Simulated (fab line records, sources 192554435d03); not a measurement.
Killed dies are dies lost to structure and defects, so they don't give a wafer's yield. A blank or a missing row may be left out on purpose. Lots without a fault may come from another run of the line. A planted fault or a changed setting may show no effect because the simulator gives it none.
fab line records | flow n5_finfet
record lots=8 wafers=22 last_day=17
route steps=1938 shown BEOL_M4@1111 MIM_BOT@1832 MIM_TOP@1836 MIM_BOT_ETCH@1866 PASSIVATION@1936
lots that met no fault: from a run of the same line without faults
start_h: hours from the record's first day to the start of the lot's first wafer shown | wait_h: hours since the lot's step before | " the same as in the row above | L1.1+2: a row that stands for several wafers | - no value, or no start given | * or withheld: withheld | < > ~ a bound
route shown NAME@n: a module of which the file shows steps, and the number in the route of the first | usual: mean/standard deviation of fault-free wafers | same: alike in all rows | chamber/n: place in a boat | sites: the reading at each site | _std_site: their standard deviation | _edge_site: outer sites' mean less inner sites' | radius_mm: how far each site lies from the wafer's centre | mask NAME#n: copy n | behind: the tool/chamber that last shaped the wafer | hold: why the lot was held/for how many hours/how that ended | device: the transistor (n, p or np) that didn't switch | end of line: the same wafers' tests at the end of the route | a step without rows: its recipe alone | killed: dies lost to structure and defects at the first sort, not the wafer's yield | map: a wafer's dies, x killed, . not, _ none there
set.NAME: the setting as run; set.NAME@STEP: as run at that earlier step | model.NAME: the simulator's own value behind a step, which no gauge read
steps of the route over a sample of lots; a table a step, a row a wafer
services: from which hour (start_h, from the record's first day; less than 0 if before it) a tool's chamber was out of use, for how many hours, and why
## steps
# step N5_BEOL_M4_RC_MEAS_101
# usual DIBL_N=36.3/1.2 DIBL_P=36.7/1.5 IOFF_N=0.164/0.02 IOFF_P=0.214/0.024 ION_N=673/8.5 ION_P=461/5.9 SS_N=71.6/0.44 SS_P=73.3/0.55 VT_N=249.4/2.4 VT_P=-250.0/2.3
# columns lot.wafer tool chamber start_h wait_h DIBL_N[mV/V] DIBL_P[mV/V] IOFF_N[nA/um] IOFF_P[nA/um] ION_N[uA/um] ION_P[uA/um] SS_N[mV/dec] SS_P[mV/dec] VT_N[mV] VT_P[mV]
L387.3 prober-02 0 172.04 0.3 36.6 35.3 0.157 0.211 666 463 71.3 72.8 249.4 -248.3
L387.5 " 0 " " 36.5 34.2 0.150 0.201 667 459 72.1 73.1 252.6 -251.7
L387.6 " 0 " " 37.0 35.8 0.172 0.227 672 464 71.7 73.0 248.8 -248.0
L389.1 prober-02 0 174.60 0.0 37.0 37.7 0.187 0.214 688 461 72.5 73.3 246.9 -248.0
L389.4 " 0 " " 35.4 36.0 0.150 0.183 673 456 71.9 73.1 251.1 -253.8
L389.6 " 0 " " 34.7 35.2 0.138 0.173 665 456 71.7 72.8 250.6 -253.1
L393.2 prober-02 0 225.39 0.2 34.4 35.5 0.140 0.198 668 457 71.3 72.5 252.3 -248.4
L393.4 " 0 " " 36.3 37.5 0.174 0.229 675 464 71.7 73.4 248.8 -248.3
L393.5 " 0 " " 35.7 36.6 0.159 0.215 668 458 71.5 73.4 250.5 -249.8
L404.1 prober-01 0 280.96 0.0 33.7 35.5 0.131 0.181 664 458 71.2 72.7 252.4 -252.3
L404.5 " 0 " " 34.8 36.5 0.151 0.200 660 454 70.9 73.3 249.7 -249.8
L403.1 prober-02 0 282.84 0.0 35.7 36.6 0.176 0.214 678 460 71.9 73.4 248.0 -253.1
L403.5 " 0 " " 35.6 36.2 0.174 0.202 682 459 72.5 73.6 247.9 -251.1
L406.2 prober-02 0 286.32 0.2 38.6 37.3 0.201 0.240 679 465 71.2 73.5 245.6 -246.5
L406.3 " 0 " " 36.9 36.2 0.162 0.213 664 454 70.9 73.0 249.2 -248.0
L406.5 " 0 " " 39.0 37.4 0.196 0.229 666 460 71.8 73.7 246.6 -249.1
L407.2 prober-01 0 300.19 0.2 36.0 36.4 0.163 0.219 675 461 71.3 73.2 246.9 -248.3
L407.4 " 0 " " 37.5 38.9 0.194 0.256 671 460 71.9 73.7 245.0 -248.7
L407.6 " 0 " " 36.9 38.2 0.180 0.244 674 465 71.4 73.9 247.3 -248.9
L409.1 prober-02 0 307.18 0.0 36.3 38.1 0.159 0.214 680 465 71.2 73.8 251.0 -251.5
L409.2 " 0 " " 36.1 38.3 0.160 0.214 672 465 71.2 73.3 251.5 -250.7
L409.4 " 0 " " 38.6 40.1 0.200 0.258 682 469 72.3 74.7 247.2 -249.7
# step N5_MIM_BOT_DEGAS_01
# recipe ambient=vacuum temp_c=300 time_s=60
# usual heater_power_w=458/34
# columns lot.wafer tool chamber start_h wait_h heater_power_w
L389.1 pvd_sputter-01 - 256.02 0.4 485
L389.4 " - " " 375
L389.6 " - " " 489
L387.3 pvd_sputter-03 - 273.46 0.5 478
L387.5 " - " " 449
L387.6 " - " " 402
L393.2 pvd_sputter-01 - 321.36 1.5 440
L393.4 " - " " 440
L393.5 " - " " 362
L403.1 pvd_sputter-02 - 369.36 0.4 480
L403.5 " - " " 475
L404.1 pvd_sputter-01 - 381.69 1.2 368
L404.5 " - " " 487
L406.2 pvd_sputter-03 - 386.75 1.5 483
L406.3 " - " " 454
L406.5 " - " " 480
L407.2 pvd_sputter-03 - 396.90 0.8 442
L407.4 " - " " 479
L407.6 " - " " 491
L409.1 pvd_sputter-02 - 399.99 1.7 482
L409.2 " - " " 465
L409.4 " - " " 477
# step N5_MIM_TOP_ALD_02
# recipe material=Al2O3 target_thk_a=* temp_c=withheld ald_precursor_family=TMA ald_co_reactant=O3 pulse_time_s=withheld purge_time_s=3 co_reactant_purge_time_s=withheld co_reactant_pulse_time_s=3 ald_cycles=withheld
# usual precursor_pulse_height_rel=0.998/0.02
# columns lot.wafer tool chamber start_h wait_h precursor_pulse_height_rel
L389.1 ald_hk-02 2 - - 1.013
L389.4 " 3 " " 1.020
L389.6 " 1 " " 1.015
L387.3 ald_hk-03 1 - - 1.023
L387.5 " 1 " " 0.991
L387.6 " 2 " " 0.982
L393.2 ald_hk-02 2 - - 0.977
L393.4 " 1 " " 1.014
L393.5 " 3 " " 0.965
L403.1 ald_hk-01 1 - - 1.020
L403.5 " 2 " " 0.979
L404.1 ald_hk-03 2 - - 1.014
L404.5 " 1 " " 1.004
L406.2 ald_hk-01 3 - - 0.973
L406.3 " 1 " " 1.007
L406.5 " 1 " " 0.987
L407.2 ald_hk-02 2 - - 0.985
L407.4 " 1 " " 0.979
L407.6 " 1 " " 1.014
L409.1 ald_hk-02 1 - - 1.039
L409.2 " 3 " " 0.962
L409.4 " 0 " " 1.019
# step N5_MIM_TOP_DEGAS_04
# recipe ambient=vacuum temp_c=300 time_s=60
# usual heater_power_w=459/33
# columns lot.wafer tool chamber start_h wait_h heater_power_w
L389.1 pvd_sputter-02 - 258.30 - 483
L389.4 " - " " 481
L389.6 " - " " 481
L387.3 pvd_sputter-03 - 274.06 - 451
L387.5 " - " " 402
L387.6 " - " " 495
L393.2 pvd_sputter-01 - 322.50 - 445
L393.4 " - " " 456
L393.5 " - " " 457
L403.1 pvd_sputter-01 - 371.16 - 449
L403.5 " - " " 448
L404.1 pvd_sputter-03 - 383.10 - 395
L404.5 " - " " 450
L406.2 pvd_sputter-03 - 387.43 - 484
L406.3 " - " " 388
L406.5 " - " " 464
L407.2 pvd_sputter-02 - 399.87 - 477
L407.4 " - " " 457
L407.6 " - " " 470
L409.1 pvd_sputter-02 - 401.09 - 457
L409.2 " - " " 465
L409.4 " - " " 484
# step N5_MIM_BOT_ETCH_ETCH_04
# recipe chemistry=CF4/O2 target=SiNx target_depth_a=260 time_s=13 ion_energy_ev=100 pressure_mtorr=40 source_w=535 bias_w=49 Ar_flow_sccm=100 cf4_flow_sccm=100 O2_flow_sccm=10
# usual chamber_pressure_mTorr=40.00/0.046 drypump_motor_current_A=5.8/0.38 oes_ar_750_au=0.81/0.09 oes_o_777_au=0.81/0.091 oes_product_au=0.81/0.095 rf_vpp_V=240.5/2.7 showerhead_plenum_p_Torr=2.20/0.051 throttle_valve_pct=15.98/0.27
# columns lot.wafer tool chamber start_h wait_h chamber_pressure_mTorr drypump_motor_current_A oes_ar_750_au oes_o_777_au oes_product_au rf_hours_counter_h rf_vpp_V showerhead_plenum_p_Torr throttle_valve_pct
L389.1 rie_diel-03 3 259.66 0.0 39.98 6.2 0.95 0.95 0.97 9 242.8 2.16 15.70
L389.4 " 1 " " 40.00 6.0 0.90 0.89 0.90 20 242.2 2.17 15.91
L389.6 " 3 " " 39.96 6.2 0.95 0.94 0.98 - 242.6 2.16 15.70
L387.3 rie_diel-04 3 275.70 0.0 40.00 6.0 0.87 0.88 0.88 35 237.3 2.16 15.75
L387.5 " 3 " " 40.03 6.0 0.88 0.88 0.88 - 237.5 2.16 15.74
L387.6 " 2 " " 40.06 5.1 0.70 0.69 0.70 - 235.5 2.18 16.36
L393.2 rie_diel-04 2 323.97 0.0 39.96 5.1 0.69 0.68 0.68 243 234.8 2.17 16.38
L393.4 " 1 " " 40.06 5.7 0.72 0.72 0.73 192 242.4 2.28 16.33
L393.5 " 0 " " 39.96 5.4 0.90 0.91 0.89 - 242.0 2.16 15.63
L403.1 rie_diel-04 0 372.86 0.0 39.98 5.4 0.86 0.87 0.87 37 242.9 2.16 15.67
L403.5 " 0 " " 40.03 5.4 0.86 0.87 0.63 - 241.6 2.16 15.59
L404.1 rie_diel-04 2 385.28 0.0 40.05 5.2 0.97 0.95 0.98 2 235.6 2.17 15.91
L404.5 " 2 " " 40.03 5.1 0.97 0.95 0.71 - 236.1 2.17 15.85
L406.2 rie_diel-03 3 388.88 0.0 39.97 6.1 0.85 0.84 0.87 63 243.2 2.14 15.79
L406.3 " 1 " " 40.00 6.0 0.83 0.83 0.83 62 242.8 2.15 16.00
L406.5 " 3 " " 39.98 6.1 0.85 0.85 0.86 - 244.0 2.14 15.80
L407.2 rie_diel-01 2 401.56 0.0 39.96 5.9 0.69 0.68 0.68 234 241.0 2.18 16.04
L407.4 " 3 " " 40.03 6.1 0.77 0.77 0.77 128 239.4 2.21 16.19
L407.6 " 3 " " 39.94 6.1 0.77 0.77 0.77 - 239.0 2.21 16.17
L409.1 rie_diel-01 0 402.60 0.0 40.04 6.5 0.77 0.75 0.77 119 244.7 2.31 16.20
L409.2 " 2 " " 39.95 5.8 0.70 0.69 0.69 234 241.5 2.18 16.03
L409.4 " 3 " " 40.00 6.1 0.77 0.77 0.76 129 239.9 2.21 16.19
# step N5_MIM_BOT_ETCH_ETCH_03
# recipe chemistry=Cl2/BCl3 target_depth_a=120 pressure_mtorr=8 icp_w=800 bias_w=100 Cl2_flow_sccm=20 bcl3_flow_sccm=80
# usual chamber_pressure_mTorr=7.999/0.0072 drypump_motor_current_A=6.0/0.39 mfc_cl2_sccm=20.00/0.06 oes_product_au=0.79/0.085 throttle_valve_pct=27.45/0.16
# columns lot.wafer tool chamber start_h wait_h chamber_pressure_mTorr drypump_motor_current_A mfc_cl2_sccm oes_product_au rf_hours_counter_h throttle_valve_pct
L389.1 rie_metal-03 1 259.75 0.1 7.994 5.9 19.99 0.89 11 27.29
L389.4 " 1 " " 7.994 5.9 20.07 0.89 - 27.30
L389.6 " 0 " " 8.000 6.5 20.03 0.82 - 27.38
L387.3 rie_metal-01 0 275.85 0.1 8.000 5.4 20.01 0.68 - 27.62
L387.5 " 0 " " 8.008 5.4 19.95 0.68 - 27.63
L387.6 " 0 " " 8.000 5.4 19.95 0.68 - 27.62
L393.2 rie_metal-02 1 324.06 0.1 7.997 6.2 19.99 0.83 29 27.48
L393.4 " 0 " " 8.000 5.7 20.04 0.66 - 27.72
L393.5 " 1 " " 8.011 6.2 19.94 0.82 - 27.48
L403.1 rie_metal-03 1 372.95 0.1 7.992 6.0 19.94 0.83 23 27.32
L403.5 " 0 " " 8.002 6.5 20.09 0.48 - 27.41
L404.1 rie_metal-02 1 385.37 0.1 7.994 6.3 20.06 0.80 34 27.48
L404.5 " 0 " " 7.993 5.7 19.87 0.49 - 27.73
L406.2 rie_metal-02 1 388.97 0.1 8.004 6.3 20.02 0.80 35 27.50
L406.3 " 1 " " 7.996 6.3 20.04 0.82 - 27.50
L406.5 " 1 " " 8.008 6.2 20.09 0.80 - 27.50
L407.2 rie_metal-02 0 401.65 0.1 7.990 5.7 20.12 0.66 99 27.73
L407.4 " 1 " " 7.994 6.3 20.04 0.80 - 27.52
L407.6 " 0 " " 7.991 5.7 20.03 0.65 - 27.73
L409.1 rie_metal-03 0 402.69 0.1 7.988 6.5 20.08 0.78 42 27.44
L409.2 " 1 " " 7.995 6.0 19.98 0.82 27 27.33
L409.4 " 1 " " 7.980 5.9 19.93 0.83 - 27.33
# step N5_MIM_BOT_ETCH_ETCH_00
# recipe chemistry=Cl2/BCl3 target=TiN target_depth_a=455 ion_energy_ev=150 pressure_mtorr=10 icp_w=1000 bias_w=126 Cl2_flow_sccm=53.25 bcl3_flow_sccm=21.75 Ar_flow_sccm=25
# usual chamber_pressure_mTorr=10.000/0.0086 drypump_motor_current_A=6.0/0.39 mfc_cl2_sccm=53.27/0.17 oes_ar_750_au=0.79/0.08 oes_product_au=0.79/0.084 throttle_valve_pct=21.84/0.16
# columns lot.wafer tool chamber start_h wait_h chamber_pressure_mTorr drypump_motor_current_A mfc_cl2_sccm oes_ar_750_au oes_product_au rf_hours_counter_h throttle_valve_pct
L389.1 rie_metal-03 1 259.84 0.1 9.995 6.0 53.10 0.88 0.89 11 21.70
L389.4 " 1 " " 9.996 5.9 53.05 0.88 0.89 - 21.71
L389.6 " 0 " " 9.989 6.5 53.08 0.81 0.81 - 21.78
L387.3 rie_metal-01 0 276.05 0.2 10.011 5.4 53.19 0.69 0.68 - 22.03
L387.5 " 0 " " 10.012 5.5 53.34 0.69 0.67 - 22.03
L387.6 " 0 " " 10.003 5.5 53.16 0.69 0.68 - 22.03
L393.2 rie_metal-02 1 324.15 0.1 9.985 6.3 53.37 0.82 0.83 29 21.79
L393.4 " 0 " " 10.008 5.7 53.42 0.67 0.66 - 22.08
L393.5 " 1 " " 9.990 6.2 53.51 0.82 0.81 - 21.82
L403.1 rie_metal-03 1 373.04 0.1 10.002 6.0 53.46 0.82 0.83 24 21.73
L403.5 " 0 " " 10.015 6.5 53.26 0.77 0.48 - 22.36
L404.1 rie_metal-02 1 385.46 0.1 10.013 6.3 53.54 0.81 0.81 34 21.84
L404.5 " 0 " " 9.990 5.7 53.22 0.65 0.49 - 22.46
L406.2 rie_metal-02 1 389.06 0.1 9.993 6.3 53.24 0.81 0.80 35 21.83
L406.3 " 1 " " 9.989 6.3 53.42 0.81 0.80 - 21.83
L406.5 " 1 " " 9.986 6.3 53.34 0.81 0.81 - 21.84
L407.2 rie_metal-02 0 401.74 0.1 10.005 5.7 53.03 0.65 0.65 99 22.12
L407.4 " 1 " " 10.009 6.3 53.19 0.80 0.80 - 21.83
L407.6 " 0 " " 9.985 5.7 53.04 0.65 0.66 - 22.09
L409.1 rie_metal-03 0 402.78 0.1 9.987 6.5 52.98 0.77 0.77 42 21.82
L409.2 " 1 " " 10.005 5.9 53.32 0.81 0.82 27 21.76
L409.4 " 1 " " 9.989 5.9 53.48 0.81 0.82 - 21.74
# step N5_PASSIVATION_PROBE_49
# usual defect_limited_yield=91.2/1.5 killed_at_M0_to_M3=35/11 killed_at_M4_up=13/5.6 killed_at_contacts=13/6.3 killed_at_front_end=38/12 killed_at_other=3.7/2.9 killed_dies=104/18 killed_on_rim=14/3.8 killed_open=69/13 killed_short=34/8.3 sort_bin_5_function=5.2/0.95 sort_bin_6_memory=3.3/0.68 sort_n_pass=1076/18 sort_yield_pct=91.2/1.5
# same gross_dies=1180 killed_at_back_side=0 sort_bin_4_leakage[%]=0 sort_bin_8_speed[%]=0
# columns lot.wafer tool chamber start_h wait_h defect_limited_yield[%] killed_at_M0_to_M3 killed_at_M4_up killed_at_contacts killed_at_front_end killed_at_other killed_dies killed_on_rim killed_open killed_short sort_bin_5_function[%] sort_bin_6_memory[%] sort_n_pass sort_yield_pct[%]
L403.1 prober-02 - 383.69 0.0 93.1 31 13 18 19 0 81 9 54 27 4.2 2.6 1099 93.1
L403.5 prober-02 - 383.89 0.2 28.0 23 16 18 27 766 850 47 59 26 69.1 2.9 330 28.0
L404.1 prober-02 - 394.17 0.0 91.3 35 19 18 23 8 103 22 66 35 5.1 3.4 1077 91.3
L404.5 prober-02 - 394.37 0.2 51.5 54 24 25 32 437 572 29 95 40 44.1 4.2 608 51.5
# killed by level:class
L403.1 MOL_CONTACT_COAG:geometric_particle:open=13 BEOL_M0_SAQP:geometric_particle:short=8 BEOL_M2:geometric_particle:open=8 FIN_SAQP:geometric_particle:open=6 MOL_CONTACT_COAG:geometric_particle:short=5 BEOL_M0_SAQP:geometric_particle:open=4 BEOL_M5:geometric_particle:open=4 FIN_SAQP:geometric_particle:short=3
L403.5 MIM_BOT_ETCH:area_etch=764 MOL_CONTACT_COAG:geometric_particle:open=13 BEOL_M3:geometric_particle:open=8 STI_FIN_REVEAL:geometric_particle:open=5 BEOL_M2:geometric_particle:open=5 MOL_CONTACT_COAG:geometric_particle:short=5 BEOL_M5:geometric_particle:open=5 FIN_SAQP:geometric_particle:short=4
L404.1 MOL_CONTACT_COAG:geometric_particle:open=14 BEOL_M4:geometric_particle:open=11 BEOL_M0_SAQP:geometric_particle:open=10 BEOL_M0_SAQP:geometric_particle:short=10 BEOL_M2:geometric_particle:open=6 STI_FIN_REVEAL:geometric_particle:open=4 MOL_CONTACT_COAG:geometric_particle:short=4 PASS1_CAP:geometric_particle:open=4
L404.5 MIM_BOT_ETCH:area_etch=436 MOL_CONTACT_COAG:geometric_particle:open=22 BEOL_M0_SAQP:geometric_particle:short=17 BEOL_M4:geometric_particle:open=16 BEOL_M0_SAQP:geometric_particle:open=13 STI_FIN_REVEAL:geometric_particle:open=11 BEOL_M3:geometric_particle:open=9 BEOL_M1:geometric_particle:open=6
## services
# columns tool chamber start_h hours kind
rie_diel-03 - 239.55 1.0 repair
rie_diel-04 0 244.31 - clean
rie_diel-04 0 244.31 - consumable_replace:focus_ring
rie_diel-04 0 244.31 18.2 scheduled_down
rie_diel-04 0 244.31 18.2 vent_cycle
rie_metal-03 - 257.92 0.4 repair
rie_diel-03 1 261.09 19.7 repair
rie_metal-01 1 273.02 12.5 repair
rie_metal-02 1 287.03 22.4 repair
rie_diel-03 2 333.64 14.0 repair
rie_metal-03 0 334.30 4.0 repair
pvd_sputter-03 - 340.21 4.5 repair
ald_hk-01 - 344.51 0.8 repair
rie_diel-04 0 346.07 5.5 repair
rie_diel-01 0 350.57 4.9 repair
rie_metal-01 - 351.42 28.1 pm
ald_hk-03 - 365.04 0.2 repair
rie_diel-01 3 365.79 24.3 repair
ald_hk-02 - 369.39 8.7 pm
rie_diel-04 - 378.75 4.3 pm
rie_diel-01 1 381.65 11.7 repair
ald_hk-03 - 389.79 1.6 repair
rie_diel-03 1 393.71 5.3 repair
rie_metal-02 - 397.47 1.4 pm
## key
first_sign step=N5_MIM_BOT_ETCH_ETCH_03 reading=oes_product_au direction=down sigmas=3.6 usual=0.79 struck=0.48
effect step=N5_MIM_BOT_ETCH_ETCH_00 reading=oes_product_au direction=down sigmas=3.6 usual=0.79 struck=0.48
effect step=N5_PASSIVATION_PROBE_49 reading=killed_at_other direction=up sigmas=99+ usual=3.7 struck=601.5
more_kills_born_at N5_MIM_BOT_ETCH_ETCH_04@rie_diel-04=1200
met_at N5_MIM_BOT_ETCH_ETCH_04
struck_lots L403,L404
struck_wafers L403.5,L404.5
later_rows_left_out L403.5
not_acting_at N5_MIM_BOT_DEGAS_01,N5_MIM_TOP_ALD_02,N5_MIM_TOP_DEGAS_04
onset_between 323.97 372.86
fault kind=process_parameter_drift tool=rie_diel-04 chamber=- onset_h=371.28 steps=N5_MIM_BOT_ETCH_ETCH_04 channel=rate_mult offset=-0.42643 shape=step end_h=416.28 scope=struck_wafers_only
# later_rows_left_out: the simulator's readings of these wafers behind a module that went badly wrong aren't trusted and aren't shown, but for the sort
